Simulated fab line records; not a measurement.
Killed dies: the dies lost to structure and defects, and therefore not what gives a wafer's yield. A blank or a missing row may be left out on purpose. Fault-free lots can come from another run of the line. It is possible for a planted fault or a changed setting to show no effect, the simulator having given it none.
What tool caused it? + flow nand_harc + 36 wafers from 12 lots sampled at 5 of the route's 1302 steps

== WHAT EACH GAUGE READ, for each wafer ==
NHARC_A_BONDPAD_OVL_MEAS_35.
| lot  | measured     | on         | overlay_x_nm (nm) | overlay_y_nm (nm) |
|------|--------------|------------|-------------------|-------------------|
| L411 | day 22 19:20 | overlay-02 | 5 4 5             | -2 -2 -2          |
| L408 | day 22 20:54 | overlay-02 | -8 -8 -8          | 4 4 4             |
| L412 | day 24 02:29 | overlay-02 | 0 0 0             | 0 0 0             |
| L413 | day 24 06:33 | overlay-01 | -4 -4 -4          | 6 6 6             |
| L415 | day 25 14:31 | overlay-02 | -8 -9 -8          | 10 10 10          |
| L417 | day 26 06:11 | overlay-01 | -1 -1 -1          | 7 6 7             |
| L422 | day 27 18:47 | overlay-02 | -9 -9 -9          | 3 4 4             |
| L425 | day 28 16:55 | overlay-01 | -2 -2 -2          | -3 -3 -3          |
| L429 | day 30 13:36 | overlay-01 | 7 8 7             | 2 2 3             |
| L428 | day 30 14:38 | overlay-01 | 8 8 9             | -7 -6 -6          |
| L431 | day 31 15:40 | overlay-02 | -5 -5 -5          | -5 -5 -5          |
| L430 | day 31 20:46 | overlay-01 | -1 0 -1           | -7 -8 -7          |

NHARC_A_BONDPAD_CD_MEAS_13.
| lot  | measured     | on        | cd_nm (nm)        |
|------|--------------|-----------|-------------------|
| L411 | day 22 19:50 | cd_sem-02 | 499.2 500.3 501.1 |
| L408 | day 22 21:20 | cd_sem-03 | 499.0 499.9 499.5 |
| L412 | day 24 02:55 | cd_sem-02 | 498.2 498.2 497.0 |
| L413 | day 24 06:59 | cd_sem-02 | 501.2 497.8 500.5 |
| L415 | day 25 14:58 | cd_sem-01 | 498.4 499.5 500.1 |
| L417 | day 26 06:37 | cd_sem-02 | 498.1 499.6 500.5 |
| L422 | day 27 19:13 | cd_sem-01 | 497.8 499.7 501.3 |
| L425 | day 28 17:22 | cd_sem-02 | 498.3 500.3 496.4 |
| L429 | day 30 14:03 | cd_sem-02 | 498.7 499.4 498.1 |
| L428 | day 30 15:09 | cd_sem-01 | 500.5 499.8 499.2 |
| L431 | day 31 16:07 | cd_sem-02 | 499.7 501.1 499.3 |
| L430 | day 31 21:13 | cd_sem-02 | 502.1 499.4 499.1 |

NHARC_END_SORT_01.
| lot  | measured     | on        | defect_limited_yield (%) | killed_at_array | killed_at_other | killed_at_periphery | killed_dies | killed_open | killed_short | sort_bin_2_pct (%) | sort_bin_3_pct (%) | sort_bin_4_pct (%) | sort_n_pass | sort_rim_yield_pct (%) | sort_yield_pct (%) |
|------|--------------|-----------|--------------------------|-----------------|-----------------|---------------------|-------------|-------------|--------------|--------------------|--------------------|--------------------|-------------|------------------------|--------------------|
| L413 | day 25 16:12 | prober-01 | 96.3 95.3 97.0           | 24 29 16        | 0 0 1           | 1 3 3               | 25 32 20    | 4 5 3       | 1 3 1        | 0.9 1.6 0.6        | 0.1 0.1 0.3        | 2.7 3.0 2.1        | 652 645 657 | 94 97 97               | 96.3 95.3 97.0     |
| L415 | day 26 20:35 | prober-01 | 89.5 92.9 91.7           | 69 45 49        | 1 0 0           | 1 3 7               | 71 48 56    | 2 5 4       | 2 2 2        | 3.8 2.5 2.4        | 0.9 0.4 0.6        | 5.8 4.1 5.3        | 606 629 621 | 82 87 88               | 89.5 92.9 91.7     |
| L422 | day 32 10:55 | prober-02 | 94.2 93.5 93.2           | 37 40 42        | 1 0 1           | 1 4 3               | 39 44 46    | 2 1 4       | 0 1 1        | 1.9 2.1 1.9        | 0.1 0.3 1.0        | 3.7 4.1 3.8        | 638 633 631 | 90 89 88               | 94.2 93.5 93.2     |

== WHICH TOOL RAN EACH LOT (tool, then ch and the chambers of the sampled wafers, then the start) ==
| lot  | NHARC_A_M1_DEP_33               | NHARC_A_BONDPAD_STRIP_15           |
|------|---------------------------------|------------------------------------|
| L411 | pecvd-02 ch 0,2, day 22 17:38   | rie_diel-03 ch 0,3, day 22 19:55   |
| L408 | pecvd-03 ch 0,1,2, day 22 19:04 | rie_diel-03 ch 0,1,2, day 22 21:26 |
| L412 | pecvd-03 ch 0,2, day 24 00:44   | rie_diel-03 ch 0,2, day 24 02:59   |
| L413 | pecvd-01 ch 0,1, day 24 04:40   | rie_diel-02 ch 1,3, day 24 07:05   |
| L415 | pecvd-03 ch 0,1, day 25 12:43   | rie_diel-07 ch 2,3, day 25 15:03   |
| L417 | pecvd-03 ch 0,1, day 26 04:28   | rie_diel-07 ch 0,1,2, day 26 06:41 |
| L422 | pecvd-01 ch 0,1, day 27 16:53   | rie_diel-07 ch 1,2, day 27 19:17   |
| L425 | pecvd-03 ch 0,2, day 28 15:03   | rie_diel-07 ch 0,1, day 28 17:27   |
| L429 | pecvd-02 ch 0,2, day 30 11:55   | rie_diel-02 ch 1,2,3, day 30 14:07 |
| L428 | pecvd-02 ch 0,2, day 30 12:53   | rie_diel-03 ch 0,1,3, day 30 15:14 |
| L431 | pecvd-01 ch 0,1,2, day 31 13:56 | rie_diel-07 ch 0,3, day 31 16:11   |
| L430 | pecvd-02 ch 0,1,2, day 31 18:56 | rie_diel-02 ch 0,1,3, day 31 21:17 |
- NHARC_A_M1_DEP_33: deposits SiCN, target thk 30 nm.
- NHARC_A_BONDPAD_STRIP_15: strips in O2.

== WHAT THE TOOLS THEMSELVES READ (means of the sampled wafers that have a number; where no wafer has one, the mark that the record gives instead) ==
NHARC_A_M1_DEP_33.
| lot  | tool     | heater_power_w (W) | showerhead_vpp_V (V) |
|------|----------|--------------------|----------------------|
| L411 | pecvd-02 | 707                | 1230                 |
| L408 | pecvd-03 | 514                | 1312                 |
| L412 | pecvd-03 | 502                | 1337                 |
| L413 | pecvd-01 | 567                | 1268                 |
| L415 | pecvd-03 | 497                | 1272                 |
| L417 | pecvd-03 | 532                | 1293                 |
| L422 | pecvd-01 | 595                | 1278                 |
| L425 | pecvd-03 | 502                | 1332                 |
| L429 | pecvd-02 | 729                | 1257                 |
| L428 | pecvd-02 | 716                | 1262                 |
| L431 | pecvd-01 | 609                | 1266                 |
| L430 | pecvd-02 | 698                | 1276                 |

NHARC_A_BONDPAD_STRIP_15.
| lot  | tool        | chamber_pressure_mTorr (mTorr) | drypump_motor_current_A (A) | mfc_ar_sccm (sccm) | oes_product_au (a.u.) | rf_vpp_V (V) | showerhead_plenum_p_Torr (Torr) | throttle_valve_pct (%) |
|------|-------------|--------------------------------|-----------------------------|--------------------|-----------------------|--------------|---------------------------------|------------------------|
| L411 | rie_diel-03 | 60.05                          | 5.8                         | 0.006              | 1.005                 | 57.5         | 3.65                            | 17.047                 |
| L408 | rie_diel-03 | 60.01                          | 5.4                         | 0.006              | 1.000                 | 57.8         | 3.48                            | 17.050                 |
| L412 | rie_diel-03 | 59.98                          | 5.1                         | 0.013              | 1.003                 | 58.4         | 3.49                            | 17.032                 |
| L413 | rie_diel-02 | 60.02                          | 6.2                         | 0.019              | 1.000                 | 59.1         | 3.59                            | 17.031                 |
| L415 | rie_diel-07 | 59.95                          | 5.9                         | 0.004              | 1.013                 | 57.9         | 3.40                            | 17.041                 |
| L417 | rie_diel-07 | 60.01                          | 6.0                         | 0.003              | 1.002                 | 57.9         | 3.58                            | 17.042                 |
| L422 | rie_diel-07 | 31.66                          | 6.0                         | 0.005              | 1.000                 | 57.1         | 3.47                            | 17.042                 |
| L425 | rie_diel-07 | 31.69                          | 5.9                         | 0.003              | 0.994                 | 57.6         | 3.60                            | 17.028                 |
| L429 | rie_diel-02 | 59.97                          | 5.9                         | 0.015              | 0.997                 | 57.8         | 3.52                            | 17.047                 |
| L428 | rie_diel-03 | 59.94                          | 5.7                         | 0.006              | 0.992                 | 58.0         | 3.47                            | 17.041                 |
| L431 | rie_diel-07 | 59.97                          | 5.9                         | 0.000              | 0.990                 | 57.5         | 3.61                            | 17.042                 |
| L430 | rie_diel-02 | 60.03                          | 6.4                         | 0.012              | 0.997                 | 58.3         | 3.57                            | 17.033                 |

== THE ANSWER, worked out from the rows above alone ==
Rule: what is usual is taken from the lots themselves. Put in order of their means at a reading, lots are off if they are a third of the lots or fewer, leave a main group of 4 or more, and stand apart from it by a gap of 3 or more times the standard deviation of the main group's means; of several such gaps the widest counts. Not used: any main group whose means are identical at the precision the tables above print for the reading. Also off: a lot with no number at a reading for which 4 or more lots have one. The other lots that the step has rows for count as sound. Order of review: gauges by route order, followed by the tools' own readings, for which a lot's mean as printed above is used. The first step at which some lot is off is used, and at that step the reading that is off furthest; a lot without a number counts as furthest.
Off: L422, L425, at NHARC_A_BONDPAD_STRIP_15 (chamber_pressure_mTorr). Mean 59.99 mTorr and standard deviation 0.034 in the main group.
If a tool, at that step or one of the process steps before it, ran each lot that is off and ran no sound lot following the first of them, it fits. No candidate that was tried fits.

== WHAT THE SIMULATOR HAD PUT IN ==
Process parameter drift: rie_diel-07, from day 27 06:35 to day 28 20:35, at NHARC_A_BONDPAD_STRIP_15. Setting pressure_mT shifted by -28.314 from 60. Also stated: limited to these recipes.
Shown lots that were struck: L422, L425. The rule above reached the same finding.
